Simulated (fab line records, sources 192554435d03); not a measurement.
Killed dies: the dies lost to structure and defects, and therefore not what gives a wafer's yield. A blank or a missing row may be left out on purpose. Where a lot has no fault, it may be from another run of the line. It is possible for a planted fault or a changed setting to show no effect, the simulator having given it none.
Which of the tools did it? | flow n5_finfet | 24 lots, 72 wafers sampled, at 1 step of a route of 1938

## WHAT THE GAUGES SHOWED, per wafer
N5_BEOL_M1_OVL_MEAS_12. Usual: M1_OVL 0.1 nm, standard deviation 0.67.
lot  | measured     | on         | M1_OVL (nm)    | flag
L074 | day 6 06:31  | overlay-01 | 1.0 -0.3 -0.2  |
L075 | day 6 11:16  | overlay-02 | 1.8 0.8 0.1    |
L076 | day 6 14:46  | overlay-01 | 0.4 -0.2 0.2   |
L077 | day 6 15:15  | overlay-02 | -0.6 -0.2 -1.0 |
L078 | day 7 04:24  | overlay-01 | 0.3 0.0 -0.2   |
L080 | day 7 14:05  | overlay-02 | 0.5 0.9 -0.2   |
L079 | day 7 14:34  | overlay-02 | 0.1 0.1 0.4    |
L081 | day 7 21:11  | overlay-01 | -1.3 0.9 -0.2  |
L082 | day 8 01:03  | overlay-01 | -0.3 0.1 0.2   |
L083 | day 8 10:02  | overlay-02 | 0.6 0.8 1.2    |
L084 | day 8 12:13  | overlay-01 | 0.6 1.3 -1.0   |
L085 | day 9 00:46  | overlay-02 | 0.5 0.0 -0.4   |
L086 | day 9 06:51  | overlay-01 | 0.0 -0.3 0.4   |
L087 | day 9 07:10  | overlay-02 | -0.5 -0.4 -0.7 |
L089 | day 10 04:02 | overlay-01 | -0.7 0.5 0.3   |
L088 | day 10 04:15 | overlay-01 | 0.5 1.4 0.8    |
L090 | day 10 04:26 | overlay-01 | 0.7 -1.0 0.2   |
L091 | day 10 08:23 | overlay-02 | 0.6 -0.7 0.5   |
L092 | day 10 18:46 | overlay-02 | -1.0 0.0 0.4   |
L093 | day 10 19:25 | overlay-02 | 0.0 -0.2 0.2   |
L094 | day 11 03:44 | overlay-01 | 0.4 0.0 1.8    |
L095 | day 11 12:09 | overlay-02 | 0.5 0.9 0.7    |
L096 | day 11 13:11 | overlay-02 | 0.6 -0.2 0.8   |
L097 | day 11 20:34 | overlay-02 | 1.2 0.6 0.1    |

## WHAT TOOL EACH LOT RAN ON (gives the tool, then ch and the chambers of the sampled wafers, and finally the start)
No process step before these readings appears in the record.

## AS READ BY THE TOOLS THEMSELVES (means over the sampled wafers that have a number; for cases with no such wafer, the mark the record gives instead)
The record holds no such reading with a usual standard deviation.

## THE ANSWER, worked out from the rows above alone
Rule: lot off if the mean of its wafers having a number is beyond 3 standard deviations from the usual mean. Also off: a lot with no number at a reading for which 4 or more lots have one. Any other lot the step has rows for is counted as sound. Order of review: gauges by route order, followed by the tools' own readings, for which a lot's mean as printed above is used. At the first step where some lot is off, the reading lying furthest off is the one used; lots without a number count as furthest.
No lot is off at any reading shown: from this, nothing can be told.

## WHAT WAS PUT IN BY THE SIMULATOR
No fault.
